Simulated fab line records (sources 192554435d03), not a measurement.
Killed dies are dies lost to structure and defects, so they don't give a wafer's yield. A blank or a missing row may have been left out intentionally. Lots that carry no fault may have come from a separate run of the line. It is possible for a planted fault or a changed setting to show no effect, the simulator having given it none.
2 desks, one fault :: flow n5Finfet :: what lay behind the numbers comes last; until then each desk has only its own

THE DEFECT DESK
Lot by lot, what the route's inspections counted, given as the mean of those sampled wafers with a number. Any lot whose mean is over 4 standard deviations away from the usual mean is out of limits and marked OUT; that distance is given in the brackets.
Columns: A = rawDefectCount at N5_DUMMY_GATE_INSPECT_27, usual 328
lot: L322
first seen here: day 3 12:48
A: 321

lot: L324
first seen here: day 3 23:21
A: 267

lot: L326
first seen here: day 4 12:27
A: 418

lot: L327
first seen here: day 4 18:01
A: 319

lot: L328
first seen here: day 5 00:13
A: 268

lot: L330
first seen here: day 5 16:13
A: 252

lot: L335
first seen here: day 6 18:38
A: 314

lot: L336
first seen here: day 6 23:59
A: 279

lot: L338
first seen here: day 7 12:23
A: 294

lot: L342
first seen here: day 8 10:49
A: 265

lot: L343
first seen here: day 8 17:30
A: 371
Result from this desk: across the 11 lots, nothing is out of limits.

FOR THE TOOL OWNER'S DESK: epiRpcvd-04
The tool's own readings at N5_SD_EPI_N_VAPOR_ETCH_50 (etches Si in HCl, time 54 s): means of the sampled wafers that have a number, for each lot that ran on this tool. Any lot whose mean is over 4 standard deviations away from the usual mean is out of limits and marked OUT; that distance is given in the brackets.
Columns: A = lampInnerPct at N5_SD_EPI_N_VAPOR_ETCH_50, usual 19.1 %; B = susceptorTempC at N5_SD_EPI_N_VAPOR_ETCH_50, usual 774.9 C; C = throttleValvePct at N5_SD_EPI_N_VAPOR_ETCH_50, usual 12.1 %
lot: L327
first seen here: day 4 20:40
A: 20.5
B: 775.6
C: 11.6

lot: L328
first seen here: day 5 03:13
A: 20.4
B: 774.7
C: 11.6

lot: L330
first seen here: day 5 19:03
A: 20.5
B: 774.8
C: 11.6

lot: L335
first seen here: day 6 21:34
A: 21.1
B: 789.3 (+41) OUT
C: 11.7

lot: L336
first seen here: day 7 02:30
A: 21.2
B: 789.3 (+41) OUT
C: 11.7
This desk finds L335, L336 out of limits, L335 being first, at day 6 21:34 (susceptorTempC at N5_SD_EPI_N_VAPOR_ETCH_50). L327, L328, L330 stayed within limits.

TAKEN TOGETHER
At day 6 21:34, on L335, L336, the tool owner's desk was in a position to raise an alarm.
No out-of-limits result turned up at the defect desk.
The defect desk has L335, L336 on record, within its limits.
Every lot named ran N5_SD_EPI_N_VAPOR_ETCH_50 on epiRpcvd-04.

WHAT THE SIMULATOR HAD PUT IN
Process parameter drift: epiRpcvd-04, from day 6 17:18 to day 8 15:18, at N5_SD_EPI_N_VAPOR_ETCH_50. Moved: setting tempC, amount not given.
Lots struck among those shown: L335, L336.
Delay in hours, fault start to first out-of-limits reading, by desk: the tool owner's desk at 4.
